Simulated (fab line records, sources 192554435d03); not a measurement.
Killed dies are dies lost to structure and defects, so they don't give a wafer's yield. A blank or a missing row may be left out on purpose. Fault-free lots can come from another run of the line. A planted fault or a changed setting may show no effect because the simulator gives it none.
Chamber matching    flow n5-finfet    4 sister chambers for N5_SD_EPI_N_LINER_46 on ald-sin-02
The step material SiNx, target thk 3 nm. 8 wafers are shown with their chamber, then 8 later ones without.

## WAFERS PAIRED WITH THEIR CHAMBERS
wafer   chamber  heater-power-outer-w (W)  heater-power-w (W)
L076.6  0        495                       832
L085.2  2        437                       719
L086.1  0        502                       798
L086.3  3        505                       783
L087.1  2        443                       714
L087.4  1        614                       906
L087.5  1        620                       965
L088.1  3        510                       800

## WAFERS WITH NO CHAMBER GIVEN
wafer   heater-power-outer-w (W)  heater-power-w (W)
L088.3  435                       711
L088.6  442                       700
L089.3  445                       714
L089.4  506                       775
L089.6  437                       712
L096.2  493                       813
L096.4  626                       950
L096.6  500                       787

## WHICH CHAMBER EACH ONE RAN IN
wafer   from the rows above      in truth
L088.3  2                        2
L088.6  2                        2
L089.3  2                        2
L089.4  can't be placed: 3 or 0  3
L089.6  2                        2
L096.2  0                        0
L096.4  1                        1
L096.6  can't be placed: 0 or 3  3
6 of 8 placed correctly. From these rows, 2 cannot be placed; in 2 the true chamber is one of the candidates. Wrongly placed: 0.
How it was worked out, from the rows above alone: a wafer's distance from a chamber is the root of the sum, over the readings, of the square of ((its reading less the chamber's mean) divided by the reading's scatter). If the next closest chamber is less than 2 further off than the closest, the wafer can't be placed; otherwise it belongs to the closest. The mean given for a chamber averages the wafers shown for that chamber. The scatter: take each reading less its chamber's mean, square it, sum over the shown wafers, divide by the number of wafers less the number of chambers, and take the root.
